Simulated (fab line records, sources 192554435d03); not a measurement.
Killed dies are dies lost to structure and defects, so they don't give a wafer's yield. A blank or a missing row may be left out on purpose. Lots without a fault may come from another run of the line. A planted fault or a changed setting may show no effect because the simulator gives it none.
Which tool did it? | flow n5_finfet | 24 lots, 72 wafers sampled, at 3 steps of a route of 1938

WHAT THE GAUGES READ, wafer by wafer
N5_BEOL_M10_CD_MEAS_11: target cd 64.1 nm. Usual: cd_nm 64.2 nm, standard deviation 0.55.
lot  | measured     | on        | cd_nm (nm)     | flag
L074 | day 9 11:46  | cd_sem-02 | 64.2 64.5 65.1 |
L076 | day 9 17:54  | cd_sem-02 | 63.1 62.9 63.2 |
L075 | day 10 05:23 | cd_sem-02 | 64.4 64.2 63.8 |
L077 | day 10 19:38 | cd_sem-02 | 64.8 65.0 64.3 |
L079 | day 11 02:05 | cd_sem-03 | 63.9 64.1 63.2 |
L081 | day 11 07:06 | cd_sem-02 | 63.7 64.5 63.8 |
L078 | day 11 07:16 | cd_sem-01 | 64.8 63.5 64.2 |
L080 | day 11 08:35 | cd_sem-02 | 64.2 64.3 64.8 |
L082 | day 11 11:37 | cd_sem-03 | 64.5 64.1 63.4 |
L083 | day 12 05:52 | cd_sem-03 | 64.4 64.5 63.8 |
L084 | day 12 06:16 | cd_sem-02 | 64.0 64.3 63.7 |
L085 | day 12 14:20 | cd_sem-02 | 65.2 64.3 64.9 |
L086 | day 13 01:55 | cd_sem-01 | 64.1 64.3 63.5 |
L088 | day 13 06:07 | cd_sem-03 | 64.7 63.7 63.5 |
L087 | day 13 07:38 | cd_sem-03 | 64.0 64.6 63.7 |
L089 | day 13 21:03 | cd_sem-01 | 63.4 63.7 64.5 |
L092 | day 14 01:25 | cd_sem-01 | 64.9 64.0 64.7 |
L091 | day 14 01:41 | cd_sem-02 | 63.7 64.3 63.2 |
L090 | day 14 02:10 | cd_sem-02 | 64.0 64.4 64.7 |
L093 | day 14 09:14 | cd_sem-01 | 64.7 64.4 65.1 |
L094 | day 14 17:57 | cd_sem-01 | 64.1 64.3 63.5 |
L095 | day 14 22:20 | cd_sem-02 | 64.6 64.5 65.0 |
L096 | day 15 18:01 | cd_sem-01 | 64.0 63.4 63.6 |
L097 | day 15 18:29 | cd_sem-03 | 64.4 64.9 65.3 |

N5_BEOL_M10_OVL_MEAS_29. Usual: V9_OVL -0.3 nm, standard deviation 0.84.
lot  | measured     | on         | V9_OVL (nm)    | flag
L074 | day 9 12:46  | overlay-01 | -0.9 -0.8 -0.9 |
L076 | day 9 23:06  | overlay-01 | 0.3 0.2 -0.2   |
L075 | day 10 06:20 | overlay-01 | 0.4 0.5 0.4    |
L077 | day 11 00:23 | overlay-01 | -0.6 -0.9 0.8  |
L079 | day 11 03:04 | overlay-02 | 0.3 0.3 0.5    |
L081 | day 11 08:20 | overlay-01 | -0.5 0.1 0.2   |
L078 | day 11 08:31 | overlay-02 | -2.8 -0.3 -2.0 |
L080 | day 11 09:58 | overlay-01 | 1.7 1.3 0.6    |
L082 | day 11 13:08 | overlay-02 | -0.6 -0.8 0.1  |
L083 | day 12 08:06 | overlay-01 | 0.6 0.7 -0.4   |
L084 | day 12 08:16 | overlay-01 | -1.9 -1.0 -1.9 |
L085 | day 12 16:35 | overlay-01 | -0.6 -2.1 -0.4 |
L086 | day 13 05:19 | overlay-01 | -0.6 -0.3 0.6  |
L088 | day 13 07:09 | overlay-01 | -1.4 -0.3 0.0  |
L087 | day 13 08:41 | overlay-01 | 0.2 -1.4 -0.4  |
L089 | day 13 22:04 | overlay-01 | -0.1 1.1 -0.4  |
L092 | day 14 02:55 | overlay-01 | -0.1 0.4 0.5   |
L091 | day 14 03:05 | overlay-02 | 0.4 0.6 -0.5   |
L090 | day 14 03:16 | overlay-01 | 0.8 0.5 -0.8   |
L093 | day 14 13:28 | overlay-02 | -0.2 -0.7 -0.7 |
L094 | day 14 21:41 | overlay-01 | 0.1 0.0 0.4    |
L095 | day 14 23:58 | overlay-01 | -0.3 -1.2 -2.3 |
L096 | day 15 21:27 | overlay-01 | -0.1 -0.4 -0.2 |
L097 | day 15 21:58 | overlay-01 | -1.0 -0.9 -1.4 |

WHICH TOOL RAN EACH LOT (tool, then ch and the chambers of the sampled wafers, then the start)
lot  | N5_BEOL_M10_STRIP_67
L074 | rie_diel-05 ch 1,3, day 9 12:05
L076 | rie_diel-03 ch 1,2,3, day 9 18:20
L075 | rie_diel-05 ch 1,3, day 10 05:43
L077 | rie_diel-03 ch 0,1,2, day 10 20:14
L079 | rie_diel-05 ch 0,1,3, day 11 02:24
L081 | rie_diel-05 ch 2,3, day 11 07:25
L078 | rie_diel-05 ch 0,1, day 11 07:40
L080 | rie_diel-06 ch 1,2, day 11 09:11
L082 | rie_diel-06 ch 1,2, day 11 11:56
L083 | rie_diel-05 ch 0,1,3, day 12 06:11
L084 | rie_diel-03 ch 1,2,3, day 12 06:35
L085 | rie_diel-03 ch 0,1,2, day 12 14:40
L086 | rie_diel-03 ch 1,2,3, day 13 02:22
L088 | rie_diel-06 ch 0,2,3, day 13 06:29
L087 | rie_diel-06 ch 0,2,3, day 13 08:01
L089 | rie_diel-03 ch 2,3, day 13 21:23
L092 | rie_diel-06 ch 0,1,2, day 14 01:44
L091 | rie_diel-03 ch 1,2, day 14 02:02
L090 | rie_diel-05 ch 1,2,3, day 14 02:29
L093 | rie_diel-03 ch 0,1, day 14 09:33
L094 | rie_diel-03 ch 0,2,3, day 14 18:18
L095 | rie_diel-05 ch 0,1,2, day 14 22:50
L096 | rie_diel-05 ch 1,2,3, day 15 18:20
L097 | rie_diel-03 ch 0,2, day 15 18:48
- N5_BEOL_M10_STRIP_67: strips in CF4.

WHAT THE TOOLS THEMSELVES READ (means of the sampled wafers that have a number; where no wafer has one, the mark that the record gives instead)
N5_BEOL_M10_STRIP_67. Usual: chamber_pressure_mTorr 50.00 mTorr, standard deviation 0.045; drypump_motor_current_A 5.6 A, standard deviation 0.4; oes_product_au 0.78 a.u., standard deviation 0.079; rf_vpp_V 270.8 V, standard deviation 1.5; showerhead_plenum_p_Torr 1.77 Torr, standard deviation 0.057; throttle_valve_pct 13.57 %, standard deviation 0.14.
lot  | tool        | chamber_pressure_mTorr (mTorr) | drypump_motor_current_A (A) | oes_product_au (a.u.) | rf_vpp_V (V) | showerhead_plenum_p_Torr (Torr) | throttle_valve_pct (%) | flag
L074 | rie_diel-05 | 49.98                          | 5.2                         | 0.77                  | 270.8        | 1.77                            | 13.60                  |
L076 | rie_diel-03 | 49.98                          | 5.7                         | 0.84                  | 271.0        | 1.76                            | 13.52                  |
L075 | rie_diel-05 | 50.01                          | 5.2                         | 0.82                  | 271.4        | 1.76                            | 13.58                  |
L077 | rie_diel-03 | 49.96                          | 5.9                         | 0.80                  | 269.8        | 1.75                            | 13.60                  |
L079 | rie_diel-05 | 49.97                          | 5.4                         | 0.76                  | 270.5        | 1.76                            | 13.67                  |
L081 | rie_diel-05 | 49.98                          | 5.3                         | 0.82                  | 271.6        | 1.78                            | 13.50                  |
L078 | rie_diel-05 | 50.04                          | 5.5                         | 0.70                  | 271.1        | 1.77                            | 13.73                  |
L080 | rie_diel-06 | 49.98                          | 5.5                         | 0.85                  | 272.8        | 1.87                            | 13.36                  |
L082 | rie_diel-06 | 49.99                          | 5.5                         | 0.85                  | 272.6        | 1.87                            | 13.35                  |
L083 | rie_diel-05 | 49.98                          | 5.4                         | 0.75                  | 270.4        | 1.76                            | 13.68                  |
L084 | rie_diel-03 | 49.99                          | 5.7                         | 0.81                  | 270.1        | 1.76                            | 13.57                  |
L085 | rie_diel-03 | 49.98                          | 5.9                         | 0.79                  | 270.2        | 1.75                            | 13.62                  |
L086 | rie_diel-03 | 50.03                          | 5.7                         | 0.80                  | 270.0        | 1.76                            | 13.58                  |
L088 | rie_diel-06 | 49.97                          | 5.7                         | 0.83                  | 270.9        | 1.81                            | 13.47                  |
L087 | rie_diel-06 | 49.99                          | 5.7                         | 0.83                  | 271.9        | 1.81                            | 13.46                  |
L089 | rie_diel-03 | 49.98                          | 6.0                         | 0.74                  | 269.4        | 1.71                            | 13.64                  |
L092 | rie_diel-06 | 49.98                          | 5.3                         | 0.84                  | 272.6        | 1.84                            | 13.39                  |
L091 | rie_diel-03 | 50.05                          | 5.6                         | 0.81                  | 272.0        | 1.78                            | 13.62                  |
L090 | rie_diel-05 | 50.00                          | 5.3                         | 0.75                  | 270.8        | 1.78                            | 13.59                  |
L093 | rie_diel-03 | 49.97                          | 5.8                         | 0.79                  | 270.7        | 1.75                            | 13.65                  |
L094 | rie_diel-03 | 50.02                          | 6.0                         | 0.76                  | 270.0        | 1.72                            | 13.64                  |
L095 | rie_diel-05 | 49.97                          | 5.5                         | 0.69                  | 270.1        | 1.78                            | 13.67                  |
L096 | rie_diel-05 | 49.98                          | 5.4                         | 0.73                  | 271.1        | 1.77                            | 13.64                  |
L097 | rie_diel-03 | 49.98                          | 6.2                         | 0.71                  | 268.9        | 1.70                            | 13.71                  |

THE ANSWER, worked out from the rows above alone
Rule: a lot is off if the mean of its wafers that have a number lies more than 3 standard deviations from the usual mean. A lot without any number at a reading at which 4 lots or more have one is off too. The other lots that the step has rows for count as sound. The gauges are gone through in route order, then the tools' own readings, and for those a lot's mean is taken as printed above. The first step at which some lot is off is used, and at that step the reading that is off furthest; a lot without a number counts as furthest.
No lot is off at any reading shown: from this, nothing can be told.

WHAT THE SIMULATOR HAD PUT IN
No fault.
